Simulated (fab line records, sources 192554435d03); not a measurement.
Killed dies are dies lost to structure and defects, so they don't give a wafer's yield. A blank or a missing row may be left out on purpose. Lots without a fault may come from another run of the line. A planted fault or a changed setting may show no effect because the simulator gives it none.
Which tool did it? | flow n5_finfet | 11 lots, 33 wafers sampled, at 5 steps of a route of 1938

WHAT THE GAUGES READ, wafer by wafer
The record holds no reading of a measuring or inspecting step that can be judged against a usual standard deviation.

WHICH TOOL RAN EACH LOT (tool, then ch and the chambers of the sampled wafers, then the start)
lot  | N5_BEOL_M5_SPUTTER_81        | N5_BEOL_M5_SPUTTER_83        | N5_BEOL_M5_SPUTTER_90        | N5_BEOL_M5_ECD_50              | N5_BEOL_M5_CMP_52
L764 | pvd_sputter-03, day 8 02:19  | pvd_sputter-03, day 8 03:24  | pvd_sputter-03, day 8 05:35  | ecd_cu-01 ch 0,1, day 8 05:43  | cmp-04 ch 2,3, day 8 06:15
L766 | pvd_sputter-01, day 8 13:16  | pvd_sputter-01, day 8 14:20  | pvd_sputter-01, day 8 16:31  | ecd_cu-01 ch 1, day 8 16:38    | cmp-04 ch 0,3, day 8 17:04
L765 | pvd_sputter-03, day 8 15:38  | pvd_sputter-03, day 8 16:43  | pvd_sputter-03, day 8 18:53  | ecd_cu-01 ch 0,1, day 8 19:13  | cmp-01 ch 0,3, day 8 19:41
L767 | pvd_sputter-03, day 8 20:13  | pvd_sputter-03, day 8 21:18  | pvd_sputter-03, day 8 23:28  | ecd_cu-02 ch 0,1, day 8 23:35  | cmp-01 ch 1,2,3, day 9 00:01
L771 | pvd_sputter-03, day 9 17:03  | pvd_sputter-03, day 9 18:08  | pvd_sputter-03, day 9 20:19  | ecd_cu-02 ch 0,1, day 9 20:25  | cmp-02 ch 0,1,2, day 9 20:53
L770 | pvd_sputter-01, day 9 21:20  | pvd_sputter-01, day 9 22:26  | pvd_sputter-01, day 10 00:36 | ecd_cu-02 ch 0,1, day 10 00:43 | cmp-04 ch 0,2,3, day 10 01:09
L772 | pvd_sputter-01, day 10 04:49 | pvd_sputter-01, day 10 05:54 | pvd_sputter-01, day 10 08:04 | ecd_cu-01 ch 0,1, day 10 08:11 | cmp-04 ch 1,2,3, day 10 08:37
L773 | pvd_sputter-02, day 10 12:34 | pvd_sputter-02, day 10 13:39 | pvd_sputter-02, day 10 15:49 | ecd_cu-02 ch 0,1, day 10 15:56 | cmp-01 ch 0,3, day 10 16:32
L774 | pvd_sputter-03, day 10 13:21 | pvd_sputter-03, day 10 14:26 | pvd_sputter-03, day 10 16:37 | ecd_cu-01 ch 0,1, day 10 16:44 | cmp-01 ch 0,3, day 10 17:10
L782 | pvd_sputter-03, day 13 10:53 | pvd_sputter-03, day 13 11:58 | pvd_sputter-03, day 13 14:09 | ecd_cu-02 ch 0, day 13 14:16   | cmp-02 ch 2,3, day 13 14:55
L784 | pvd_sputter-01, day 13 17:10 | pvd_sputter-01, day 13 18:16 | pvd_sputter-01, day 13 20:26 | ecd_cu-02 ch 0,1, day 13 20:33 | cmp-01 ch 0,2,3, day 13 21:01
- N5_BEOL_M5_SPUTTER_81: material Cu, target thk 15 nm, time 27.62 s.
- N5_BEOL_M5_SPUTTER_83: material Cu, target thk 15 nm, time 27.62 s.
- N5_BEOL_M5_SPUTTER_90: material Cu, target thk 4.5 nm, time 8.29 s.
- N5_BEOL_M5_ECD_50: material Cu, target thk 300 nm.
- N5_BEOL_M5_CMP_52: polishes, stops on SiCOH lowk, t overpolish 6.9 s, target thk 62 nm.

WHAT THE TOOLS THEMSELVES READ (means of the sampled wafers that have a number; where no wafer has one, the mark that the record gives instead)
N5_BEOL_M5_SPUTTER_81.
lot  | tool           | throttle_valve_pct (%)
L764 | pvd_sputter-03 | 31.5
L766 | pvd_sputter-01 | 29.0
L765 | pvd_sputter-03 | 31.4
L767 | pvd_sputter-03 | 31.6
L771 | pvd_sputter-03 | 31.4
L770 | pvd_sputter-01 | 28.9
L772 | pvd_sputter-01 | 28.2
L773 | pvd_sputter-02 | 30.3
L774 | pvd_sputter-03 | 31.4
L782 | pvd_sputter-03 | 31.4
L784 | pvd_sputter-01 | 29.1

N5_BEOL_M5_SPUTTER_83.
lot  | tool           | throttle_valve_pct (%)
L764 | pvd_sputter-03 | 31.5
L766 | pvd_sputter-01 | 28.9
L765 | pvd_sputter-03 | 31.4
L767 | pvd_sputter-03 | 31.4
L771 | pvd_sputter-03 | 31.5
L770 | pvd_sputter-01 | 28.9
L772 | pvd_sputter-01 | 27.9
L773 | pvd_sputter-02 | 30.4
L774 | pvd_sputter-03 | 31.2
L782 | pvd_sputter-03 | 31.6
L784 | pvd_sputter-01 | 29.0

N5_BEOL_M5_SPUTTER_90.
lot  | tool           | throttle_valve_pct (%)
L764 | pvd_sputter-03 | 31.4
L766 | pvd_sputter-01 | 28.9
L765 | pvd_sputter-03 | 31.3
L767 | pvd_sputter-03 | 31.4
L771 | pvd_sputter-03 | 31.5
L770 | pvd_sputter-01 | 28.9
L772 | pvd_sputter-01 | 28.0
L773 | pvd_sputter-02 | 30.2
L774 | pvd_sputter-03 | 31.4
L782 | pvd_sputter-03 | 31.4
L784 | pvd_sputter-01 | 28.9

N5_BEOL_M5_CMP_52.
lot  | tool   | motor_current_A (A) | time_to_endpoint_s (s)
L764 | cmp-04 | 5.8                 | 60
L766 | cmp-04 | 6.1                 | 58
L765 | cmp-01 | 6.8                 | 66
L767 | cmp-01 | 6.0                 | 59
L771 | cmp-02 | 5.7                 | 62
L770 | cmp-04 | 5.8                 | 60
L772 | cmp-04 | 5.9                 | 58
L773 | cmp-01 | 6.6                 | 65
L774 | cmp-01 | 6.9                 | 67
L782 | cmp-02 | 5.3                 | 65
L784 | cmp-01 | 6.4                 | 69

THE ANSWER, worked out from the rows above alone
Rule: what is usual is taken from the lots themselves. Put in order of their means at a reading, lots are off if they are a third of the lots or fewer, leave a main group of 4 or more, and stand apart from it by a gap of 3 or more times the standard deviation of the main group's means; of several such gaps the widest counts. A main group whose means are all the same, to the digits that the tables above print for the reading, isn't used. A lot without any number at a reading at which 4 lots or more have one is off too. The other lots that the step has rows for count as sound. The gauges are gone through in route order, then the tools' own readings, and for those a lot's mean is taken as printed above. The first step at which some lot is off is used, and at that step the reading that is off furthest; a lot without a number counts as furthest.
No lot is off at any reading shown: from this, nothing can be told.

WHAT THE SIMULATOR HAD PUT IN
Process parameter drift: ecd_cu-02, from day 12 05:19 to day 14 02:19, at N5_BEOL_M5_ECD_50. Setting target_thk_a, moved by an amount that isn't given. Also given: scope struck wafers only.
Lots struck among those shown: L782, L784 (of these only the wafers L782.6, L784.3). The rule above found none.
